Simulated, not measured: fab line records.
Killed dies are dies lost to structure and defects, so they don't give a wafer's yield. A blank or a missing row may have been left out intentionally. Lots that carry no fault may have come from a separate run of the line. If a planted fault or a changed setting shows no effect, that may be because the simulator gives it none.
fab line records ; flow n5_finfet
record: lots: 11; wafers: 33; last_day: 18
route steps=1938 shown BEOL_M13@1705 PAD_METAL@1895 PASSIVATION@1905
lots untouched by any fault: they come from a run of this same line in which no faults occurred
start_h: the number of hours between the record's first day and the start of the first shown wafer of the lot ; wait_h: how many hours have passed since the lot's step before this one ; " the same as in the row above ; L1.1+2: one row covering several wafers at once ; - no value, or no start given ; * or withheld: withheld ; < > ~ a bound
route shown NAME@n: NAME is a module with steps in the file, n the number in the route of the first one ; usual: mean/standard deviation taken from wafers without a fault ; same: alike in all rows ; chamber/n: place in a boat ; sites: readings site by site ; _std_site: the values' standard deviation ; _edge_site: the outer-site mean with the inner-site mean subtracted ; radius_mm: how far each site lies from the wafer's centre ; mask NAME#n: copy n ; behind: the last tool/chamber to shape the wafer ; hold: the reason the lot was held/the length of the hold in hours/how it ended ; device: which transistor (n, p or np) failed to switch ; end of line: the tests these same wafers got at the end of their route ; a step given without rows: its recipe and nothing more ; killed: dies lost to structure and defects at the first sort, not the wafer's yield ; map: per-die view of a wafer (x killed, . not killed, _ where there is no die)
set.NAME: the setting that was run; set.NAME@STEP: the one run at that earlier step ; model.NAME: the simulator's own value behind a step, which no gauge read
route steps across a sampled set of lots; one table per step, one row per wafer
services: the hour from which a tool's chamber was out of use, counted from the record's first day as start_h (under 0 if before that day), plus the number of hours and why
== steps ==
step: N5_BEOL_M13_SPUTTER_43
recipe: material: TaN; target_thk_a: 150; temp_c: 50; bias_v: 168.6; power_w: 15000; chamber_pressure_pa: 0.12; time_s: 24.19
usual: cathode_dc_power_W: 15000/2.4; throttle_valve_pct: 29.7/1
lot.wafer;tool;chamber;start_h;wait_h;cathode_dc_power_W;throttle_valve_pct
L602.1;pvd_sputter-03;-;240.13;0.0;15001;29.8
L602.2;pvd_sputter-03;-;240.13;0.0;15004;29.5
L602.3;pvd_sputter-03;-;240.13;0.0;15003;28.2
L603.3;pvd_sputter-02;-;262.27;0.0;14999;28.8
L603.4;pvd_sputter-02;-;262.27;0.0;14999;30.3
L603.6;pvd_sputter-02;-;262.27;0.0;15003;29.7
L606.2;pvd_sputter-01;-;267.11;0.0;15001;28.6
L606.4;pvd_sputter-01;-;267.11;0.0;15004;30.3
L606.5;pvd_sputter-01;-;267.11;0.0;14996;31.4
L610.1;pvd_sputter-01;-;283.02;0.0;15000;30.6
L610.4;pvd_sputter-01;-;283.02;0.0;14999;28.4
L610.5;pvd_sputter-01;-;283.02;0.0;14996;30.1
L613.2;pvd_sputter-02;-;300.20;0.0;14997;30.0
L613.4;pvd_sputter-02;-;300.20;0.0;14998;29.8
L613.6;pvd_sputter-02;-;300.20;0.0;15001;30.5
L616.2;pvd_sputter-01;-;320.11;0.0;15000;30.1
L616.5;pvd_sputter-01;-;320.11;0.0;14997;28.2
L616.6;pvd_sputter-01;-;320.11;0.0;14996;31.4
L614.1;pvd_sputter-02;-;326.31;0.0;14999;30.4
L614.2;pvd_sputter-02;-;326.31;0.0;14996;30.7
L614.4;pvd_sputter-02;-;326.31;0.0;14997;29.7
L617.3;pvd_sputter-03;-;328.24;0.0;15003;29.1
L617.4;pvd_sputter-03;-;328.24;0.0;14998;28.0
L617.5;pvd_sputter-03;-;328.24;0.0;14999;29.8
L619.1;pvd_sputter-03;-;346.05;0.0;15000;29.5
L619.3;pvd_sputter-03;-;346.05;0.0;15004;29.8
L619.4;pvd_sputter-03;-;346.05;0.0;15001;31.2
L624.1;pvd_sputter-03;-;366.83;0.0;15000;27.9
L624.2;pvd_sputter-03;-;366.83;0.0;15000;31.3
L624.4;pvd_sputter-03;-;366.83;0.0;15001;29.8
L625.4;pvd_sputter-03;-;392.37;0.0;14998;29.8
L625.5;pvd_sputter-03;-;392.37;0.0;14998;27.9
L625.6;pvd_sputter-03;-;392.37;0.0;15002;29.5
step: N5_PASSIVATION_SPUTTER_20
recipe: material: TaN; target_thk_a: 500; temp_c: 25; chamber_pressure_pa: 0.4
usual: throttle_valve_pct: 29.8/0.98
lot.wafer;tool;chamber;start_h;wait_h;throttle_valve_pct
L602.1;pvd_sputter-01;-;265.99;0.0;30.6
L602.2;pvd_sputter-01;-;265.99;0.0;29.0
L602.3;pvd_sputter-01;-;265.99;0.0;28.3
L603.3;pvd_sputter-01;-;282.33;0.0;30.5
L603.4;pvd_sputter-01;-;282.33;0.0;30.9
L603.6;pvd_sputter-01;-;282.33;0.0;28.4
L606.2;pvd_sputter-03;-;287.43;0.0;27.9
L606.4;pvd_sputter-03;-;287.43;0.0;29.8
L606.5;pvd_sputter-03;-;287.43;0.0;29.4
L610.1;pvd_sputter-03;-;304.18;0.0;31.2
L610.4;pvd_sputter-03;-;304.18;0.0;29.3
L610.5;pvd_sputter-03;-;304.18;0.0;31.4
L613.2;pvd_sputter-01;-;323.97;0.0;31.3
L613.4;pvd_sputter-01;-;323.97;0.0;31.4
L613.6;pvd_sputter-01;-;323.97;0.0;28.7
L616.2;pvd_sputter-02;-;340.39;0.0;29.7
L616.5;pvd_sputter-02;-;340.39;0.0;30.7
L616.6;pvd_sputter-02;-;340.39;0.0;28.4
L614.1;pvd_sputter-02;-;353.30;0.0;29.5
L614.2;pvd_sputter-02;-;353.30;0.0;30.5
L614.4;pvd_sputter-02;-;353.30;0.0;29.9
L617.3;pvd_sputter-02;-;353.88;0.0;28.8
L617.4;pvd_sputter-02;-;353.88;0.0;30.4
L617.5;pvd_sputter-02;-;353.88;0.0;30.1
L619.1;pvd_sputter-01;-;368.60;0.0;31.5
L619.3;pvd_sputter-01;-;368.60;0.0;28.4
L619.4;pvd_sputter-01;-;368.60;0.0;30.6
L624.1;pvd_sputter-01;-;389.38;0.0;30.4
L624.2;pvd_sputter-01;-;389.38;0.0;28.9
L624.4;pvd_sputter-01;-;389.38;0.0;31.4
L625.4;pvd_sputter-02;-;416.46;0.0;29.6
L625.5;pvd_sputter-02;-;416.46;0.0;30.1
L625.6;pvd_sputter-02;-;416.46;0.0;30.4
step: N5_PASSIVATION_CD_MEAS_30
recipe: target_cd_nm: 4000; landing_energy_ev: 500; detector: se_inlens; polarity: opening
usual: cd_nm: 3999.1/1.8
lot.wafer;tool;chamber;start_h;wait_h;cd_nm
L602.1;cd_sem-01;0;266.56;-;3998.6
L602.2;cd_sem-01;0;266.56;-;3995.7
L602.3;cd_sem-01;0;266.56;-;3998.0
L603.3;cd_sem-03;0;283.06;-;4000.7
L603.4;cd_sem-03;0;283.06;-;4002.2
L603.6;cd_sem-03;0;283.06;-;4001.7
L606.2;cd_sem-03;0;288.00;-;3997.1
L606.4;cd_sem-03;0;288.00;-;3996.5
L606.5;cd_sem-03;0;288.00;-;3996.9
L610.1;cd_sem-02;0;304.87;-;3996.2
L610.4;cd_sem-02;0;304.87;-;4000.2
L610.5;cd_sem-02;0;304.87;-;4000.0
L613.2;cd_sem-03;0;324.67;-;3997.8
L613.4;cd_sem-03;0;324.67;-;4000.4
L613.6;cd_sem-03;0;324.67;-;3998.1
L616.2;cd_sem-03;0;341.08;-;4000.3
L616.5;cd_sem-03;0;341.08;-;3999.7
L616.6;cd_sem-03;0;341.08;-;3999.7
L614.1;cd_sem-03;0;354.00;-;3999.0
L614.2;cd_sem-03;0;354.00;-;3997.1
L614.4;cd_sem-03;0;354.00;-;3997.7
L617.3;cd_sem-03;0;354.58;-;3999.0
L617.4;cd_sem-03;0;354.58;-;4001.0
L617.5;cd_sem-03;0;354.58;-;4000.4
L619.1;cd_sem-02;0;369.19;-;3996.8
L619.3;cd_sem-02;0;369.19;-;3998.7
L619.4;cd_sem-02;0;369.19;-;3998.6
L624.1;cd_sem-01;0;389.95;-;3998.4
L624.2;cd_sem-01;0;389.95;-;3997.8
L624.4;cd_sem-01;0;389.95;-;4001.3
L625.4;cd_sem-03;0;417.16;-;3996.7
L625.5;cd_sem-03;0;417.16;-;3996.4
L625.6;cd_sem-03;0;417.16;-;3996.7
step: N5_PASSIVATION_DESCUM_46
recipe: chemistry: O2; time_s: 7.9; source_power_w: 50; bias_power_w: 20; pressure_mtorr: 20; rf_frequency_hz: 2.712e+07; temp_c: 40; o2_flow_sccm: 225
usual: drypump_motor_current_A: 5.4/0.38; oes_product_au: 0.79/0.097; rf_vpp_V: 243.2/1.6; showerhead_plenum_p_Torr: 2.08/0.09; throttle_valve_pct: 20.32/0.16
lot.wafer;tool;chamber;start_h;wait_h;drypump_motor_current_A;oes_product_au;rf_hours_counter_h;rf_vpp_V;showerhead_plenum_p_Torr;throttle_valve_pct
L602.1;rie_diel-04;2;269.07;0.0;4.8;0.84;70;241.7;2.04;20.41
L602.2;rie_diel-04;1;269.07;0.0;5.3;0.69;241;242.5;2.14;20.59
L602.3;rie_diel-04;3;269.07;0.0;5.6;0.68;222;240.8;1.96;20.32
L603.3;rie_diel-05;1;285.14;0.3;5.5;0.72;224;241.8;1.96;20.43
L603.4;rie_diel-05;0;285.14;0.3;5.0;0.77;-;244.2;2.10;20.06
L603.6;rie_diel-05;1;285.14;0.3;5.5;0.71;-;239.7;1.96;20.43
L606.2;rie_diel-05;3;290.08;0.0;5.7;0.84;55;243.9;2.19;20.22
L606.4;rie_diel-05;0;290.08;0.0;5.0;0.76;111;241.7;2.10;20.06
L606.5;rie_diel-05;1;290.08;0.0;5.5;0.71;-;241.5;1.96;20.43
L610.1;rie_diel-04;2;306.84;0.0;4.8;0.82;85;242.0;2.04;20.42
L610.4;rie_diel-04;0;306.84;0.0;5.8;0.67;-;241.5;1.96;20.55
L610.5;rie_diel-04;3;306.84;0.0;5.6;0.67;-;240.4;1.96;20.36
L613.2;rie_diel-02;2;326.80;0.0;5.9;0.68;254;243.3;2.13;20.53
L613.4;rie_diel-02;2;326.80;0.0;5.9;0.68;-;244.2;2.13;20.54
L613.6;rie_diel-02;1;326.80;0.0;5.0;0.81;-;243.9;2.13;20.32
L616.2;rie_diel-05;3;343.04;0.0;5.7;0.82;75;243.9;2.19;20.25
L616.5;rie_diel-05;3;343.04;0.0;5.7;0.81;-;244.6;2.19;20.24
L616.6;rie_diel-05;1;343.04;0.0;5.5;0.69;-;239.1;1.95;20.45
L617.3;rie_diel-05;3;357.06;0.2;5.7;0.81;81;245.2;2.18;20.23
L617.4;rie_diel-05;0;357.06;0.2;5.0;0.74;-;244.5;2.09;20.11
L617.5;rie_diel-05;1;357.06;0.2;5.5;0.69;-;241.4;1.95;20.46
L614.1;rie_diel-02;0;357.06;0.1;5.7;0.67;268;242.8;1.96;20.50
L614.2;rie_diel-02;1;357.06;0.1;4.9;0.78;102;243.4;2.12;20.33
L614.4;rie_diel-02;0;357.06;0.1;5.7;0.67;-;241.4;1.96;20.51
L619.1;rie_diel-04;0;371.40;0.1;5.8;0.95;7;245.3;2.21;20.05
L619.3;rie_diel-04;2;371.40;0.1;4.8;0.80;112;241.3;2.03;20.47
L619.4;rie_diel-04;2;371.40;0.1;4.8;0.80;-;242.8;2.03;20.48
L624.1;rie_diel-04;3;392.72;0.2;5.6;0.97;4;245.3;2.21;20.06
L624.2;rie_diel-04;2;392.72;0.2;4.8;0.79;121;241.9;2.02;20.49
L624.4;rie_diel-04;1;392.72;0.2;5.3;0.88;37;243.8;2.12;20.34
L625.4;rie_diel-05;1;419.41;0.0;5.5;0.96;6;245.5;2.21;20.04
L625.5;rie_diel-05;1;419.41;0.0;5.5;0.97;-;244.8;2.21;20.03
L625.6;rie_diel-05;2;419.41;0.0;5.9;0.94;-;244.5;2.15;20.21
step: N5_PASSIVATION_PROBE_49
usual: defect_limited_yield: 91.7/1.5; killed_at_M0_to_M3: 32/9.6; killed_at_M4_up: 13/5.3; killed_at_contacts: 12/6.8; killed_at_front_end: 36/9.8; killed_at_other: 4/3.1; killed_dies: 98/17; killed_open: 65/13; killed_short: 32/8.5; sort_bin_5_function: 4.9/0.93; sort_bin_6_memory: 3.2/0.67; sort_bin_8_speed: 0.00/0.02; sort_n_pass: 1082/17; sort_yield_pct: 91.7/1.4
same: gross_dies: 1180; killed_at_back_side: 0; sort_bin_4_leakage[%]: 0
lot.wafer;tool;chamber;start_h;wait_h;defect_limited_yield[%];killed_at_M0_to_M3;killed_at_M4_up;killed_at_contacts;killed_at_front_end;killed_at_other;killed_dies;killed_open;killed_short;sort_bin_5_function[%];sort_bin_6_memory[%];sort_bin_8_speed[%];sort_n_pass;sort_yield_pct[%]
L610.1;prober-02;-;309.88;0.0;91.3;23;24;20;34;2;103;81;22;5.2;3.3;0;1077;91.3
L610.4;prober-02;-;310.03;0.2;90.3;28;23;30;32;2;115;76;36;5.5;4.0;0;1065;90.3
L610.5;prober-02;-;310.08;0.2;89.2;31;25;31;35;5;127;70;56;6.2;4.1;0;1053;89.2
L613.2;prober-02;-;329.90;0.1;91.4;43;9;7;39;4;102;73;29;5.2;3.1;0;1078;91.4
L613.4;prober-02;-;330.00;0.2;90.8;38;23;15;32;1;109;90;19;5.3;3.8;0;1071;90.8
L613.6;prober-02;-;330.10;0.3;83.7;34;125;12;19;2;192;46;24;10.8;3.7;0;988;83.7
L616.2;prober-01;-;346.18;0.1;91.6;30;18;8;37;6;99;63;33;5.3;2.8;0;1081;91.6
L616.5;prober-01;-;346.33;0.2;93.0;22;19;5;34;3;83;53;30;3.6;2.9;0;1097;93.0
L616.6;prober-01;-;346.38;0.3;92.5;25;10;11;34;8;88;52;35;4.3;2.9;0;1092;92.5
L617.4;prober-02;-;361.15;1.1;91.6;28;12;5;47;7;99;64;35;5.8;2.5;0;1081;91.6
L617.5;prober-02;-;361.20;1.1;91.7;27;11;6;50;4;98;62;36;5.3;2.6;0;1082;91.7
L614.1;prober-02;-;361.30;1.2;90.7;39;13;11;44;3;110;75;32;5.8;3.4;0.08;1070;90.7
L614.2;prober-02;-;361.35;1.3;83.6;23;117;7;44;2;193;52;29;9.6;4.0;0;987;83.6
L614.4;prober-02;-;361.45;1.4;91.4;27;7;21;45;2;102;68;34;5.3;3.2;0;1078;91.4
L619.1;prober-01;-;374.44;0.0;93.9;22;9;3;34;4;72;49;20;3.8;2.2;0;1108;93.9
L619.3;prober-01;-;374.54;0.1;92.9;30;20;5;28;1;84;55;27;4.7;2.2;0;1096;92.9
L619.4;prober-01;-;374.59;0.2;93.4;18;10;15;33;2;78;49;26;3.7;2.6;0;1102;93.4
L624.1;prober-02;-;395.78;0.0;90.9;40;16;12;31;8;107;73;34;5.2;3.6;0;1073;90.9
L624.2;prober-02;-;395.83;0.1;89.1;45;15;14;46;9;129;84;45;6.9;3.6;0;1051;89.1
L624.4;prober-02;-;395.93;0.2;88.1;40;19;19;52;10;140;85;55;7.3;4.1;0;1040;88.1
killed by level:class
L610.1 MOL_CONTACT_COAG:geometric_particle:open=16 STI_FIN_REVEAL:geometric_particle:open=12 BEOL_M4:geometric_particle:open=9 FIN_SAQP:geometric_particle:short=6 BEOL_M0_SAQP:geometric_particle:open=6 DUMMY_GATE:geometric_particle:open=5 BEOL_M0:geometric_particle:open=5 BEOL_M3:geometric_particle:open=5
L610.4 MOL_CONTACT_COAG:geometric_particle:open=25 BEOL_M4:geometric_particle:open=13 FIN_SAQP:geometric_particle:short=7 BEOL_M0_SAQP:geometric_particle:short=7 BEOL_M3:geometric_particle:open=6 STI_FIN_REVEAL:geometric_particle:open=5 MOL_CONTACT_COAG:geometric_particle:short=5 BEOL_M0_SAQP:geometric_particle:open=4
L610.5 MOL_CONTACT_COAG:geometric_particle:open=26 FIN_SAQP:geometric_particle:short=12 BEOL_M4:geometric_particle:short=10 BEOL_M0_SAQP:geometric_particle:short=10 BEOL_M4:geometric_particle:open=9 BEOL_M0_SAQP:geometric_particle:open=7 FIN_SAQP:geometric_particle:open=5 MOL_CONTACT_COAG:geometric_particle:short=5
L613.2 FIN_SAQP:geometric_particle:open=9 BEOL_M1:geometric_particle:open=8 STI_FIN_REVEAL:geometric_particle:open=8 BEOL_M0_SAQP:geometric_particle:open=8 MOL_CONTACT_COAG:geometric_particle:open=7 BEOL_M2:geometric_particle:open=7 BEOL_M3:geometric_particle:open=7 BEOL_M0_SAQP:geometric_particle:short=5
L613.4 STI_FIN_REVEAL:geometric_particle:open=17 BEOL_M4:geometric_particle:open=16 MOL_CONTACT_COAG:geometric_particle:open=14 BEOL_M3:geometric_particle:open=10 BEOL_M0_SAQP:geometric_particle:open=8 BEOL_M0_SAQP:geometric_particle:short=6 BEOL_M2:geometric_particle:open=4 BEOL_M1:geometric_particle:open=4
L613.6 BEOL_M13:unspecified=122 MOL_CONTACT_COAG:geometric_particle:open=8 BEOL_M0_SAQP:geometric_particle:short=8 BEOL_M0_SAQP:geometric_particle:open=7 STI_FIN_REVEAL:geometric_particle:open=5 BEOL_M2:geometric_particle:open=5 BEOL_M3:geometric_particle:open=5 MOL_CONTACT_COAG:geometric_particle:short=4
L616.2 STI_FIN_REVEAL:geometric_particle:open=18 BEOL_M0_SAQP:geometric_particle:short=12 FIN_SAQP:geometric_particle:short=8 MOL_CONTACT_COAG:geometric_particle:open=6 BEOL_M0_SAQP:geometric_particle:open=5 BEOL_M2:geometric_particle:open=5 FIN_SAQP:geometric_particle:open=4 BEOL_M3:geometric_particle:open=4
L616.5 STI_FIN_REVEAL:geometric_particle:open=10 BEOL_M4:geometric_particle:open=8 FIN_SAQP:geometric_particle:short=6 BEOL_M1:geometric_particle:open=6 BEOL_M2:geometric_particle:open=6 MOL_CONTACT_COAG:geometric_particle:open=5 FIN_SAQP:geometric_particle:open=4 BEOL_M0_SAQP:geometric_particle:short=4
L616.6 MOL_CONTACT_COAG:geometric_particle:open=8 FIN_SAQP:geometric_particle:open=7 BEOL_M0_SAQP:geometric_particle:open=7 BEOL_M1:geometric_particle:short=6 FIN_SAQP:geometric_particle:short=5 STI_FIN_REVEAL:geometric_particle:open=5 BEOL_M0_SAQP:geometric_particle:short=5 STARTING-WAFER:geometric_particle:open=4
L617.4 STI_FIN_REVEAL:geometric_particle:open=8 FIN_SAQP:geometric_particle:short=7 BEOL_M3:geometric_particle:open=7 DUMMY_GATE:geometric_particle:open=6 GATE_CUT:geometric_particle:short=6 BEOL_M0_SAQP:geometric_particle:open=5 BEOL_M5:geometric_particle:open=5 BEOL_M1:geometric_particle:open=4
L617.5 STI_FIN_REVEAL:geometric_particle:open=10 FIN_SAQP:geometric_particle:short=9 FIN_SAQP:geometric_particle:open=7 MOL_CONTACT_COAG:geometric_particle:open=5 BEOL_M0_SAQP:geometric_particle:short=5 BEOL_M0_SAQP:geometric_particle:open=5 SPACER0:geometric_particle:open=4 BEOL_M2:geometric_particle:open=4
L614.1 STI_FIN_REVEAL:geometric_particle:open=11 MOL_CONTACT_COAG:geometric_particle:open=11 BEOL_M0_SAQP:geometric_particle:open=8 BEOL_M1:geometric_particle:open=8 FIN_SAQP:geometric_particle:open=7 FIN_SAQP:geometric_particle:short=6 BEOL_M2:geometric_particle:open=6 BEOL_M4:geometric_particle:open=5
L614.2 BEOL_M13:unspecified=112 STI_FIN_REVEAL:geometric_particle:open=12 FIN_SAQP:geometric_particle:open=9 FIN_SAQP:geometric_particle:short=8 BEOL_M0_SAQP:geometric_particle:open=7 BEOL_M0_SAQP:geometric_particle:short=6 MOL_CONTACT_COAG:geometric_particle:open=5 GATE_CUT:geometric_particle:short=4
L614.4 MOL_CONTACT_COAG:geometric_particle:open=19 STI_FIN_REVEAL:geometric_particle:open=17 BEOL_M0_SAQP:geometric_particle:short=7 BEOL_M1:geometric_particle:open=6 GATE_CUT:geometric_particle:short=5 FIN_SAQP:geometric_particle:short=4 GATE_CUT:geometric_particle:open=4 FIN_SAQP:geometric_particle:open=3
L619.1 FIN_SAQP:geometric_particle:open=6 BEOL_M3:geometric_particle:open=6 STI_FIN_REVEAL:geometric_particle:open=6 GATE_CUT:geometric_particle:short=5 BEOL_M1:geometric_particle:open=5 BEOL_M4:geometric_particle:open=5 BEOL_M3:geometric_particle:short=4 STARTING-WAFER:geometric_particle:open=4
L619.3 STI_FIN_REVEAL:geometric_particle:open=10 BEOL_M4:geometric_particle:open=9 BEOL_M0:geometric_particle:short=8 BEOL_M1:geometric_particle:open=6 BEOL_M5:geometric_particle:open=6 MOL_CONTACT_COAG:geometric_particle:open=5 FIN_SAQP:geometric_particle:short=5 BEOL_M0_SAQP:geometric_particle:open=4
L619.4 FIN_SAQP:geometric_particle:short=11 MOL_CONTACT_COAG:geometric_particle:open=11 STI_FIN_REVEAL:geometric_particle:open=7 BEOL_M1:geometric_particle:open=7 ILD0:geometric_particle:open=4 MOL_CONTACT_COAG:geometric_particle:short=4 BEOL_M0_SAQP:geometric_particle:short=3 BEOL_M3:geometric_particle:open=3
L624.1 BEOL_M0_SAQP:geometric_particle:short=12 MOL_CONTACT_COAG:geometric_particle:open=11 BEOL_M0_SAQP:geometric_particle:open=10 FIN_SAQP:geometric_particle:open=7 BEOL_M3:geometric_particle:open=5 BEOL_M4:geometric_particle:open=5 STI_FIN_REVEAL:geometric_particle:open=4 STARTING-WAFER:geometric_particle:open=4
L624.2 MOL_CONTACT_COAG:geometric_particle:open=13 FIN_SAQP:geometric_particle:short=12 BEOL_M0_SAQP:geometric_particle:open=11 BEOL_M3:geometric_particle:open=10 FIN_SAQP:geometric_particle:open=8 BEOL_M0_SAQP:geometric_particle:short=8 BEOL_M1:geometric_particle:open=5 BEOL_M2:geometric_particle:open=5
L624.4 FIN_SAQP:geometric_particle:open=16 MOL_CONTACT_COAG:geometric_particle:open=16 FIN_SAQP:geometric_particle:short=14 BEOL_M0_SAQP:geometric_particle:short=11 BEOL_M3:geometric_particle:open=10 BEOL_M0_SAQP:geometric_particle:open=9 BEOL_M4:geometric_particle:open=6 BEOL_M4:geometric_particle:short=5
== services ==
tool;chamber;start_h;hours;kind
rie_diel-05;-;227.23;15.6;pm
rie_diel-05;1;253.43;2.5;repair
rie_diel-02;-;273.16;0.6;repair
rie_diel-05;-;278.82;0.5;repair
rie_diel-05;2;282.21;3.3;repair
rie_diel-04;1;289.29;-;clean
rie_diel-04;1;289.29;-;consumable_replace:focus_ring
rie_diel-02;3;310.74;16.3;repair
rie_diel-04;0;330.12;3.0;repair
rie_diel-05;2;333.81;16.7;repair
rie_diel-04;3;346.95;4.0;repair
rie_diel-05;2;354.23;-;clean
rie_diel-05;2;354.23;-;consumable_replace:focus_ring
rie_diel-05;2;354.23;18.1;scheduled_down
rie_diel-05;2;354.23;18.1;vent_cycle
rie_diel-05;-;364.22;2.8;pm
rie_diel-05;1;372.37;-;clean
rie_diel-05;1;372.37;-;consumable_replace:focus_ring
rie_diel-05;1;372.37;-;consumable_replace:showerhead
rie_diel-05;1;372.37;20.7;scheduled_down
rie_diel-05;1;372.37;20.7;vent_cycle
pvd_sputter-01;-;379.91;1.3;repair
rie_diel-05;-;408.64;10.0;pm
pvd_sputter-02;-;416.80;3.8;repair
== key ==
first_sign: step: N5_PASSIVATION_PROBE_49; reading: killed_at_M4_up; direction: up; sigmas: 20; usual: 13; struck: 121
effect: step: N5_PASSIVATION_PROBE_49; reading: defect_limited_yield; direction: down; sigmas: 5.5; usual: 91.7; struck: 83.7
more_kills_born_at: N5_BEOL_M13_SPUTTER_43@pvd_sputter-02: 234
met_at N5_BEOL_M13_SPUTTER_43
struck_lots L613,L614
struck_wafers L613.6,L614.2
not_acting_at N5_PASSIVATION_SPUTTER_20,N5_PASSIVATION_CD_MEAS_30,N5_PASSIVATION_DESCUM_46
fault: kind: chamber_particle_source; tool: pvd_sputter-02; chamber: -; onset_h: 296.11; steps: N5_BEOL_M13_SPUTTER_43; rate_per_visit_cm2: 0.83502; end_h: 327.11; scope: struck_wafers_only
